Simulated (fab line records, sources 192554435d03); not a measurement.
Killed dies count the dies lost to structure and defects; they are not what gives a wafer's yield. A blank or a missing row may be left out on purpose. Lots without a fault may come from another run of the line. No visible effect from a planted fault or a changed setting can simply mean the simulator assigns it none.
Struck lot and sound lot, side by side    flow n5-finfet    15 out of 1938 route steps
Sound: wafers L257.2, L257.4, L257.6. The struck wafers were L270.1, L270.3, L270.5. The cause is given at the end.
For every step that has rows: the tool of each side, followed by ch and its chambers, followed by its first start. Under that, the readings that differ: sound wafers    struck wafers    difference of the means    sigmas: that difference in standard deviations of wafers without a fault.
alike: readings whose means differ by less than 2 such deviations, and words and numbers that are the same on both sides. not compared: withheld readings, readings that some wafer has no value for, bounds like >300 that may hide the same value, and numbers for which the record gives no deviation and whose values overlap.
A row with sigmas, a row that says differs or no value, or rows on one side alone: a step with any of these is where the two part. Numbers that have no deviation but don't overlap get no sigmas and don't part them. A reading missing from all wafers of one side parts the sides only when that side holds two or more wafers.

N5_HKMG_FIN_STRIP_69: strips in N2/H2, time 360 s.
  sound on plasma-asher-02 ch 0,1, day 4 07:23; struck on plasma-asher-01 ch 0,1, day 7 13:51
  alike: drypump-motor-current-A, heater-power-w
  not compared: rf-hours-counter-h
N5_HKMG_FIN_ALD_21: deposits TiN, target thk 1.5 nm, pulse time 1 s, purge time 3 s.
  sound on ald-metal-02 ch 0,2,3, day 4 07:46; struck on ald-metal-02 ch 0,1,2, day 7 14:14
  alike: chamber-pressure-Torr, heater-power-outer-w, heater-power-w, precursor-pulse-height-rel
then, 1 step without rows for these wafers: N5_HKMG_FIN_ALD_72 (deposits W, target thk 2 nm, pulse time 1 s, purge time 2 s).
N5_HKMG_FIN_W_FILL_22: material W, target thk 60 nm, time 18.2 s.
  sound on cvd-w-01 ch 0, day 4 08:12; struck on cvd-w-01 ch 0,1, day 7 14:40
  alike: chamber-pressure-Torr, heater-power-outer-w, heater-power-w, throttle-valve-pct
then, 2 steps without rows for these wafers: N5_HKMG_FIN_PRECLEAN_83 (cleans in DIW, time 57.5 s); N5_HKMG_FIN_SRD_84 (dry time 32 s).
N5_HKMG_FIN_CMP_23: polishes, stops on SiNx, t overpolish 10 s, target thk 46.326 nm.
  sound on cmp-02 ch 1,3, day 4 08:24; struck on cmp-02 ch 0,1,3, day 7 14:51
  alike: edge-zone-pressure-frac, head-pressure-psi, motor-current-A, overpolish-run-s, slurry-filter-dp-kPa, time-to-endpoint-s
then, 1 step without rows for these wafers: N5_HKMG_FIN_CMP_94 (polishes, stops on SiNx, t overpolish 4.7 s, target thk 43.299 nm).
N5_HKMG_FIN_INSPECT_28: inspects for defects (darkfield).
  sound on defect-inspect-02, day 4 09:07; struck on defect-inspect-01, day 7 15:29
  alike: raw-defect-count
then, 1 step without rows for these wafers: N5_GATE_CUT_ETCHBACK_00 (etches W in SF6/Cl2).
N5_GATE_CUT_ETCH_56: etches TiN in Cl2/Ar, target depth 21.6 nm.
  sound on rie-metal-02 ch 0,1, day 4 09:16; struck on rie-metal-02 ch 0,1, day 7 15:38
  alike: drypump-motor-current-A, oes-product-au, throttle-valve-pct
  not compared: rf-hours-counter-h
N5_GATE_CUT_ETCHBACK_30: etches TiN in Cl2/Ar, target depth 3 nm.
  sound on rie-metal-02 ch 0,1, day 4 09:21; struck on rie-metal-02 ch 0,1, day 7 15:44
  no value came back on the struck wafers for any of 5 readings (bias-w (W), chamber-pressure-mTorr (mTorr) and others); on the sound wafers bias-w (W) reads 59.82 59.76 60.10
  not compared: rf-hours-counter-h
then, 1 step without rows for these wafers: N5_GATE_CUT_VAPOR_ETCH_60 (etches HfO2 in BCl3/Cl2).
-- here the record skips 8 days between the struck wafers' starts before and after, leaving off in module GATE_CUT and picking up in module BEOL_M4 (first step shown: number 1111 of the route) --
N5_BEOL_M4_RC_MEAS_101:
  sound on prober-01 ch 0, day 9 04:16; struck on prober-01 ch 0, day 15 10:29
reading        sound           struck          difference  sigmas
SS_N (mV/dec)  71.8 70.7 71.8  72.4 72.8 73.1  +1.3        +2
  alike: DIBL_N, DIBL_P, IOFF_N, IOFF_P, ION_N, ION_P, SS_P, VT_N, VT_P
after that, 1 step had no rows for these wafers: N5_PASSIVATION_PROBE_49.

WHERE THEY PART
At N5_GATE_CUT_ETCHBACK_30 first; at N5_BEOL_M4_RC_MEAS_101 last (within this record only).

WHY: whatever the simulator had introduced
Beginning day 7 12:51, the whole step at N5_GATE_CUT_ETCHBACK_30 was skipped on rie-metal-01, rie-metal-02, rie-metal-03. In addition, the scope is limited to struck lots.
